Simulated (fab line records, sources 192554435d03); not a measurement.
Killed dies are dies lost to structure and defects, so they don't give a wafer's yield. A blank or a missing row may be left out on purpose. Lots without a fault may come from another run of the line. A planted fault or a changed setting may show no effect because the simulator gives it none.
fab line records | flow n5_finfet
record lots=5 wafers=15 last_day=16
route steps=1938 shown SD_EPI_P@298 BEOL_M4@1111
lots that met no fault: from a run of the same line without faults
start_h: hours from the record's first day to the start of the lot's first wafer shown | wait_h: hours since the lot's step before | " the same as in the row above | L1.1+2: a row that stands for several wafers | - no value, or no start given | * or withheld: withheld | < > ~ a bound
route shown NAME@n: a module of which the file shows steps, and the number in the route of the first | usual: mean/standard deviation of fault-free wafers | same: alike in all rows | chamber/n: place in a boat | sites: the reading at each site | _std_site: their standard deviation | _edge_site: outer sites' mean less inner sites' | radius_mm: how far each site lies from the wafer's centre | mask NAME#n: copy n | behind: the tool/chamber that last shaped the wafer | hold: why the lot was held/for how many hours/how that ended | device: the transistor (n, p or np) that didn't switch | end of line: the same wafers' tests at the end of the route | a step without rows: its recipe alone | killed: dies lost to structure and defects at the first sort, not the wafer's yield | map: a wafer's dies, x killed, . not, _ none there
set.NAME: the setting as run; set.NAME@STEP: as run at that earlier step | model.NAME: the simulator's own value behind a step, which no gauge read
lots at some steps of the route; a table a step, a row a wafer
services: from which hour (start_h, from the record's first day; less than 0 if before it) a tool's chamber was out of use, for how many hours, and why
## steps
# step N5_SD_EPI_P_EBR_05
# recipe solvent=PGMEA ebr_width_mm=1.5
# step N5_SD_EPI_P_SOFTBAKE_04
# recipe temp_c=110 time_s=60 resist=CAR-ArF-block
# step N5_SD_EPI_P_EXPOSE_06
# recipe mask_id=SD_P_BLK na=1.35 source_shape=conventional sigma_outer=0.8 polarization=unpolarized target_cd_nm=240 dose_mj=39.5
# step N5_SD_EPI_P_PEB_07
# recipe peb_temp_c=110 peb_time_s=60 resist=CAR-ArF-block
# step N5_SD_EPI_P_DEVELOP_08
# recipe develop_time_s=30 developer=TMAH resist=CAR-ArF-block dev_temp_c=23 rinse_liquid=diw dry=air_spin
# step N5_SD_EPI_P_CD_MEAS_09
# recipe target_cd_nm=240 landing_energy_ev=500 detector=se_inlens
# usual cd_nm=239.9/0.76
# columns lot.wafer tool chamber start_h wait_h cd_nm
L811.1 cd_sem-03 0 77.92 - 240.5
L811.2 " 0 " " 239.6
L811.3 " 0 " " 239.9
L812.1 cd_sem-03 0 84.58 - 239.4
L812.3 " 0 " " 240.8
L812.5 " 0 " " 239.5
L819.1 cd_sem-01 0 131.80 - 240.0
L819.2 " 0 " " 240.5
L819.6 " 0 " " 240.6
L821.1 cd_sem-01 0 136.74 - 240.4
L821.3 " 0 " " 239.7
L821.5 " 0 " " 239.0
L825.1 cd_sem-03 0 161.79 - 240.3
L825.2 " 0 " " 240.4
L825.5 " 0 " " 239.4
# step N5_SD_EPI_P_OVL_MEAS_10
# recipe points_per_wafer=44
# usual SD_P_BLK_OVL=0.3/0.69
# columns lot.wafer tool chamber start_h wait_h SD_P_BLK_OVL[nm]
L811.1 overlay-02 0 77.95 0.0 0.9
L811.2 " 0 " " 1.2
L811.3 " 0 " " 1.1
L812.1 overlay-01 0 84.61 0.0 0.6
L812.3 " 0 " " 0.4
L812.5 " 0 " " 0.3
L819.1 overlay-02 0 131.83 0.0 0.8
L819.2 " 0 " " 0.9
L819.6 " 0 " " 0.2
L821.1 overlay-02 0 136.77 0.0 1.4
L821.3 " 0 " " 1.5
L821.5 " 0 " " 0.4
L825.1 overlay-02 0 161.82 0.0 1.2
L825.2 " 0 " " 0.6
L825.5 " 0 " " 0.6
# step N5_SD_EPI_P_INSPECT_11
# recipe mode=adi inspect_instrument=macro
# usual raw_defect_count=2.0/1.3
# columns lot.wafer tool chamber start_h wait_h raw_defect_count
L811.1 defect_inspect-02 - 77.98 0.0 1
L811.2 " - " " 3
L811.3 " - " " 3
L812.1 defect_inspect-02 - 84.63 0.0 0
L812.3 " - " " 2
L812.5 " - " " 2
L819.1 defect_inspect-02 - 131.85 0.0 1
L819.2 " - " " 0
L819.6 " - " " 1
L821.1 defect_inspect-02 - 136.79 0.0 2
L821.3 " - " " 2
L821.5 " - " " 0
L825.1 defect_inspect-02 - 161.84 0.0 2
L825.2 " - " " 0
L825.5 " - " " 2
# step N5_SD_EPI_P_DESCUM_14
# recipe chemistry=O2 time_s=7.9 source_power_w=50 bias_power_w=20 pressure_mtorr=20 rf_frequency_hz=2.712e+07 temp_c=40 resist=CAR-ArF-block o2_flow_sccm=225
# usual drypump_motor_current_A=5.8/0.35 o2_flow_sccm=225.1/0.63 oes_product_au=0.78/0.09 rf_vpp_V=243.5/1.2 showerhead_plenum_p_Torr=2.11/0.057 throttle_valve_pct=20.5/0.31
# columns lot.wafer tool chamber start_h wait_h drypump_motor_current_A o2_flow_sccm oes_product_au rf_hours_counter_h rf_vpp_V showerhead_plenum_p_Torr throttle_valve_pct
L811.1 rie_diel-06 1 78.01 0.0 5.9 224.7 0.72 195 243.7 2.08 20.9
L811.2 " 3 " " 5.8 224.8 0.67 240 244.4 2.15 20.3
L811.3 " 0 " " 5.7 226.5 0.71 194 244.4 2.18 20.5
L812.1 rie_diel-03 0 84.81 0.2 5.6 226.4 0.95 17 242.1 2.05 19.8
L812.3 " 1 " " 6.1 226.0 0.76 138 244.5 2.19 20.8
L812.5 " 0 " " 5.6 225.9 0.95 - 242.0 2.05 19.8
L819.1 rie_diel-03 2 131.88 0.0 6.3 224.9 0.97 2 242.3 2.06 20.2
L819.2 " 3 " " 6.3 225.4 0.77 142 243.2 2.19 20.3
L819.6 " 1 " " 6.1 224.7 0.76 - 245.0 2.18 20.8
L821.1 rie_diel-04 1 136.86 0.1 5.6 225.8 0.69 205 243.3 2.16 20.5
L821.3 " 0 " " 6.3 224.3 0.67 240 242.8 2.06 20.9
L821.5 " 2 " " 5.6 224.8 0.83 - 242.3 2.02 20.4
L825.1 rie_diel-06 2 161.87 0.0 5.2 225.6 0.84 74 243.6 2.12 20.6
L825.2 " 1 " " 5.9 225.0 0.70 213 243.9 2.08 20.9
L825.5 " 1 " " 5.9 224.9 0.70 - 241.6 2.07 20.9
# step N5_SD_EPI_P_ETCH_36
# recipe chemistry=CF4 target=SiARC target_depth_a=455 mask_material=CAR-ArF-block time_s=75.8 ion_energy_ev=80 pressure_mtorr=40 source_w=545 bias_w=36 Ar_flow_sccm=100 cf4_flow_sccm=100 ends=cleared
# usual drypump_motor_current_A=5.8/0.34 etch_rf_on_time_s=75.7/1 mfc_ar_sccm=100.01/0.29 oes_product_au=0.67/0.077 rf_vpp_V=184.3/1 showerhead_plenum_p_Torr=2.16/0.056 throttle_valve_pct=15.6/0.32
# columns lot.wafer tool chamber start_h wait_h drypump_motor_current_A etch_rf_on_time_s mfc_ar_sccm oes_product_au rf_hours_counter_h rf_vpp_V showerhead_plenum_p_Torr throttle_valve_pct
L811.1 rie_diel-06 1 78.05 0.0 5.9 77.3 99.77 0.61 195 183.0 2.12 16.1
L811.2 " 3 " " 5.8 76.1 99.47 0.57 240 185.3 2.20 15.6
L811.3 " 0 " " 5.7 77.0 100.37 0.61 194 184.2 2.21 15.6
L812.1 rie_diel-03 0 84.85 0.0 5.6 75.3 99.93 0.80 17 183.9 2.10 15.0
L812.3 " 1 " " 6.1 77.0 99.72 0.66 138 185.5 2.24 16.0
L812.5 " 0 " " 5.7 74.7 99.91 0.81 - 182.7 2.10 15.0
L819.1 rie_diel-03 2 131.92 0.0 6.3 73.3 99.99 0.85 2 183.3 2.11 15.3
L819.2 " 3 " " 6.3 76.2 99.94 0.66 142 185.5 2.24 15.6
L819.6 " 1 " " 6.2 76.0 100.12 0.65 - 185.4 2.23 16.0
L821.1 rie_diel-04 1 136.89 0.0 5.6 75.3 99.75 0.59 205 185.6 2.21 15.7
L821.3 " 0 " " 6.3 77.7 99.69 0.57 240 184.1 2.11 16.1
L821.5 " 2 " " 5.6 75.4 100.12 0.72 - 184.0 2.08 15.5
L825.1 rie_diel-06 2 161.91 0.0 5.2 74.0 100.19 0.72 74 185.4 2.17 15.8
L825.2 " 1 " " 5.9 76.8 99.97 0.60 213 183.3 2.12 16.1
L825.5 " 1 " " 5.9 76.2 100.05 0.60 - 184.1 2.12 16.1
# step N5_SD_EPI_P_ETCH_37
# recipe chemistry=N2/H2 target=SOC overetch_a=1080 mask_material=SiARC temp_c=40 ion_energy_ev=100 source_w=3000 bias_w=133 pressure_mtorr=20 time_s=486 n2_flow_sccm=200 h2_flow_sccm=200 ends=end_point
# usual drypump_motor_current_A=5.8/0.35 n2_flow_sccm=200.0/0.58 oes_product_au=0.70/0.077 rf_vpp_V=241.0/1.2 showerhead_plenum_p_Torr=2.56/0.067 throttle_valve_pct=23.9/0.35
# columns lot.wafer tool chamber start_h wait_h drypump_motor_current_A n2_flow_sccm oes_product_au rf_hours_counter_h rf_vpp_V showerhead_plenum_p_Torr throttle_valve_pct
L811.1 rie_diel-06 1 78.10 0.0 5.9 199.8 0.65 195 241.3 2.51 24.3
L811.2 " 3 " " 5.8 200.4 0.60 240 241.2 2.61 23.8
L811.3 " 0 " " 5.7 199.6 0.64 194 240.8 2.63 23.8
L812.1 rie_diel-03 0 84.90 0.0 5.6 199.5 0.85 17 239.8 2.49 23.2
L812.3 " 1 " " 6.1 199.3 0.70 138 242.1 2.65 24.3
L812.5 " 0 " " 5.6 199.8 0.84 - 241.6 2.49 23.2
L819.1 rie_diel-03 2 131.97 0.0 6.3 200.7 0.88 2 241.5 2.49 23.7
L819.2 " 3 " " 6.3 199.9 0.69 142 241.6 2.64 23.6
L819.6 " 1 " " 6.1 200.3 0.68 - 241.5 2.65 24.3
L821.1 rie_diel-04 1 136.95 0.0 5.5 199.1 0.62 205 242.4 2.63 24.0
L821.3 " 0 " " 6.3 199.7 0.60 240 238.9 2.50 24.3
L821.5 " 2 " " 5.6 198.4 0.74 - 240.7 2.46 24.1
L825.1 rie_diel-06 2 161.96 0.0 5.2 201.0 0.74 74 240.7 2.57 24.0
L825.2 " 1 " " 5.9 200.6 0.63 213 240.9 2.51 24.3
L825.5 " 1 " " 5.9 200.6 0.63 - 240.4 2.51 24.3
# step N5_SD_EPI_P_STRIP_38
# recipe chemistry=N2/H2 temp_c=40 n2_flow_sccm=200 h2_flow_sccm=200 rf_frequency_hz=6e+07
# step N5_SD_EPI_P_ETCHBACK_46
# recipe chemistry=CH3F/O2 mode=anisotropic_etchback target=SiNx target_depth_a=175 stop_on=SiO2 over_etch_frac=0.3 ion_energy_ev=120 pressure_mtorr=30 source_w=395 bias_w=73 Ar_flow_sccm=150 CH3F_flow_sccm=30 O2_flow_sccm=20
# usual drypump_motor_current_A=5.8/0.34 mfc_ar_sccm=150.0/0.44 oes_product_au=0.67/0.073 rf_vpp_V=297/3.7 showerhead_plenum_p_Torr=2.02/0.054 throttle_valve_pct=16.4/0.31
# columns lot.wafer tool chamber start_h wait_h drypump_motor_current_A mfc_ar_sccm oes_product_au rf_hours_counter_h rf_vpp_V showerhead_plenum_p_Torr throttle_valve_pct model.SiARC_of_SD_EPI_P_COAT_35.thk_nm
L811.1 rie_diel-06 1 78.43 0.0 5.9 150.3 0.62 195 301 1.99 16.8 15.4
L811.2 " 3 " " 5.8 150.0 0.58 240 295 2.05 16.3 15.6
L811.3 " 0 " " 5.7 151.0 0.61 194 302 2.07 16.4 15.6
L812.1 rie_diel-03 0 85.23 0.0 5.6 150.1 0.80 18 296 1.96 15.8 15
L812.3 " 1 " " 6.1 150.9 0.66 138 298 2.09 16.7 15.4
L812.5 " 0 " " 5.6 149.4 0.80 - 294 1.96 15.7 15
L819.1 rie_diel-03 2 132.30 0.0 6.3 150.1 0.84 2 293 1.96 16.0 14.6
L819.2 " 3 " " 6.3 149.8 0.66 142 296 2.09 16.3 15
L819.6 " 1 " " 6.1 150.0 0.49 - 301 2.09 16.7 11.4
L821.1 rie_diel-04 1 137.27 0.0 5.5 149.9 0.60 205 294 2.07 16.4 15
L821.3 " 0 " " 6.3 149.6 0.58 240 297 1.97 16.8 15.4
L821.5 " 2 " " 5.7 149.3 0.71 - 294 1.94 16.3 15
L825.1 rie_diel-06 2 162.29 0.0 5.2 150.6 0.70 74 303 2.02 16.5 14.8
L825.2 " 1 " " 5.9 150.0 0.61 213 304 1.98 16.9 15.4
L825.5 " 1 " " 5.9 150.0 0.60 - 301 1.98 16.9 15.2
# step N5_SD_EPI_P_ETCH_47
# recipe chemistry=CH3F/O2 target=SiOCN target_depth_a=250 mask_material=SOC ion_energy_ev=60 bias_w=29 pressure_mtorr=30 source_w=410 Ar_flow_sccm=150 CH3F_flow_sccm=30 O2_flow_sccm=20
# usual drypump_motor_current_A=5.8/0.34 mfc_ar_sccm=149.9/0.41 oes_product_au=0.78/0.09 rf_vpp_V=127.5/1.6 showerhead_plenum_p_Torr=2.02/0.054 throttle_valve_pct=16.3/0.31
# columns lot.wafer tool chamber start_h wait_h drypump_motor_current_A mfc_ar_sccm oes_product_au rf_hours_counter_h rf_vpp_V showerhead_plenum_p_Torr throttle_valve_pct
L811.1 rie_diel-06 1 78.53 0.1 5.9 150.1 0.72 195 129.1 1.99 16.8
L811.2 " 3 " " 5.8 149.3 0.67 240 126.7 2.05 16.3
L811.3 " 0 " " 5.7 150.2 0.72 194 129.3 2.07 16.3
L812.1 rie_diel-03 0 85.33 0.1 5.7 150.0 0.94 18 126.1 1.96 15.7
L812.3 " 1 " " 6.1 150.3 0.78 138 128.2 2.09 16.7
L812.5 " 0 " " 5.6 149.8 0.94 - 126.0 1.96 15.7
L819.1 rie_diel-03 2 132.40 0.1 6.3 149.9 0.99 2 125.7 1.96 16.0
L819.2 " 3 " " 6.3 149.6 0.77 142 126.8 2.09 16.3
L819.6 " 1 " " 6.1 149.5 0.76 - 128.7 2.09 16.7
L821.1 rie_diel-04 1 137.37 0.1 5.5 149.6 0.69 205 126.3 2.07 16.4
L821.3 " 0 " " 6.3 149.5 0.67 240 127.5 1.97 16.8
L821.5 " 2 " " 5.7 150.3 0.83 - 126.7 1.94 16.2
L825.1 rie_diel-06 2 162.39 0.1 5.2 149.5 0.84 74 130.2 2.02 16.5
L825.2 " 1 " " 5.9 149.8 0.71 213 128.8 1.98 16.8
L825.5 " 1 " " 5.9 149.5 0.71 - 130.1 1.98 16.8
# step N5_SD_EPI_P_ETCH_16
# recipe chemistry=CHF3/O2 target=SiO2 target_depth_a=50 mask_material=SOC pressure_mtorr=30 source_w=650 bias_w=170 Ar_flow_sccm=200 CHF3_flow_sccm=50 O2_flow_sccm=5 ion_energy_ev=200
# usual drypump_motor_current_A=5.8/0.35 mfc_ar_sccm=200.0/0.62 oes_product_au=0.78/0.091 rf_vpp_V=524/6.4 showerhead_plenum_p_Torr=2.43/0.062 throttle_valve_pct=18.9/0.31
# columns lot.wafer tool chamber start_h wait_h drypump_motor_current_A mfc_ar_sccm oes_product_au rf_hours_counter_h rf_vpp_V showerhead_plenum_p_Torr throttle_valve_pct model.SiARC_of_SD_EPI_P_COAT_35.thk_nm
L811.1 rie_diel-06 1 78.63 0.1 5.9 200.2 0.71 195 535 2.39 19.4 12
L811.2 " 3 " " 5.8 200.0 0.67 240 518 2.47 18.8 12
L811.3 " 0 " " 5.8 200.3 0.71 194 530 2.48 18.9 12
L812.1 rie_diel-03 0 85.43 0.1 5.6 200.7 0.94 18 520 2.37 18.3 11.4
L812.3 " 1 " " 6.1 199.7 0.76 138 530 2.52 19.3 11.8
L812.5 " 0 " " 5.6 200.6 0.96 - 520 2.37 18.3 11.2
L819.1 rie_diel-03 2 132.50 0.1 6.3 199.6 0.99 2 513 2.37 18.6 11
L819.2 " 3 " " 6.3 200.2 0.76 142 521 2.52 18.8 11.6
L819.6 " 1 " " 6.1 199.3 0.76 - 530 2.51 19.3 8
L821.1 rie_diel-04 1 137.47 0.1 5.5 199.7 0.70 205 518 2.49 19.0 11.6
L821.3 " 0 " " 6.3 199.5 0.67 240 523 2.37 19.4 11.8
L821.5 " 2 " " 5.6 200.0 0.83 - 517 2.34 18.9 11.6
L825.1 rie_diel-06 2 162.49 0.1 5.2 200.0 0.83 74 531 2.43 19.0 11.2
L825.2 " 1 " " 5.9 199.7 0.70 213 534 2.39 19.4 11.8
L825.5 " 1 " " 5.9 201.1 0.71 - 533 2.39 19.4 11.6
# step N5_SD_EPI_P_STRIP_50
# recipe chemistry=CHF3/O2 resist=SiARC rf_frequency_hz=6e+07
# step N5_BEOL_M4_RC_MEAS_101
# usual DIBL_N=36.5/1.4 DIBL_P=36.5/1.6 IOFF_N=0.163/0.022 IOFF_P=0.219/0.029 ION_N=675/8.3 ION_P=464/6.2 SS_N=71.5/0.52 SS_P=73.4/0.57 VT_N=249.7/2.6 VT_P=-250/3
# columns lot.wafer tool chamber start_h wait_h DIBL_N[mV/V] DIBL_P[mV/V] IOFF_N[nA/um] IOFF_P[nA/um] ION_N[uA/um] ION_P[uA/um] SS_N[mV/dec] SS_P[mV/dec] VT_N[mV] VT_P[mV]
L812.1 prober-02 0 201.60 0.0 37.2 36.7 0.175 0.217 675 462 71.6 74.2 249.6 -253
L812.3 " 0 " " 36.6 35.0 0.162 0.191 679 463 71.9 73.3 253.3 -253
L812.5 " 0 " " 38.3 38.0 0.198 0.237 681 470 71.6 74.3 247.6 -250
L811.1 prober-02 0 211.17 0.0 38.2 38.6 0.206 0.228 694 472 72.3 73.5 246.4 -249
L811.2 " 0 " " 37.8 38.0 0.199 0.217 683 460 72.3 73.4 246.4 -251
L811.3 " 0 " " 36.4 36.6 0.180 0.203 690 464 72.2 72.8 246.1 -251
L819.1 prober-02 0 248.00 0.0 36.6 35.6 0.175 0.246 674 471 72.5 73.1 246.5 -247
L819.2 " 0 " " 36.0 35.5 0.164 0.233 677 467 71.6 73.6 243.1 -247
L819.6 " 0 " " 36.1 37.9 0.170 0.295 681 484 71.4 74.1 247.6 -241
L821.1 prober-02 0 258.55 0.0 35.7 37.0 0.156 0.231 670 464 71.7 73.9 252.4 -247
L821.3 " 0 " " 37.2 38.7 0.187 0.253 673 463 72.3 73.9 248.2 -248
L821.5 " 0 " " 36.4 37.9 0.164 0.237 672 466 71.9 74.1 249.8 -247
L825.1 prober-01 0 282.69 0.0 39.3 40.7 0.207 0.254 679 466 72.0 75.2 246.7 -249
L825.2 " 0 " " 39.1 41.1 0.204 0.262 684 470 71.9 73.8 247.3 -249
L825.5 " 0 " " 38.5 40.1 0.188 0.236 686 469 71.7 74.2 246.6 -251
## services
# columns tool chamber start_h hours kind
rie_diel-03 2 103.59 - clean
rie_diel-03 2 103.59 - consumable_replace:focus_ring
rie_diel-03 2 103.59 19.6 scheduled_down
rie_diel-03 2 103.59 19.6 vent_cycle
rie_diel-06 1 114.71 23.0 repair
rie_diel-06 3 114.84 4.0 repair
rie_diel-06 3 138.00 - clean
rie_diel-06 3 138.00 - consumable_replace:focus_ring
rie_diel-06 3 138.00 20.4 scheduled_down
rie_diel-06 3 138.00 20.4 vent_cycle
rie_diel-04 1 139.91 2.5 repair
rie_diel-03 1 140.98 6.8 repair
## key
first_sign none at tools or gauges
model_effect step=N5_SD_EPI_P_ETCHBACK_46 value=SiARC_of_SD_EPI_P_COAT_35.thk_nm without=15.2 struck=11.4
model_effect step=N5_SD_EPI_P_ETCH_16 value=SiARC_of_SD_EPI_P_COAT_35.thk_nm without=11.6 struck=8
met_at N5_SD_EPI_P_ETCHBACK_46
struck_wafers L819.6
onset_between 85.23 132.30
fault kind=process_parameter_drift tool=rie_diel-03 chamber=1 onset_h=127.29 steps=N5_SD_EPI_P_ETCHBACK_46 channel=target_depth_a offset=141.92 shape=step end_h=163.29 acts_in=these_recipes_only stated=175
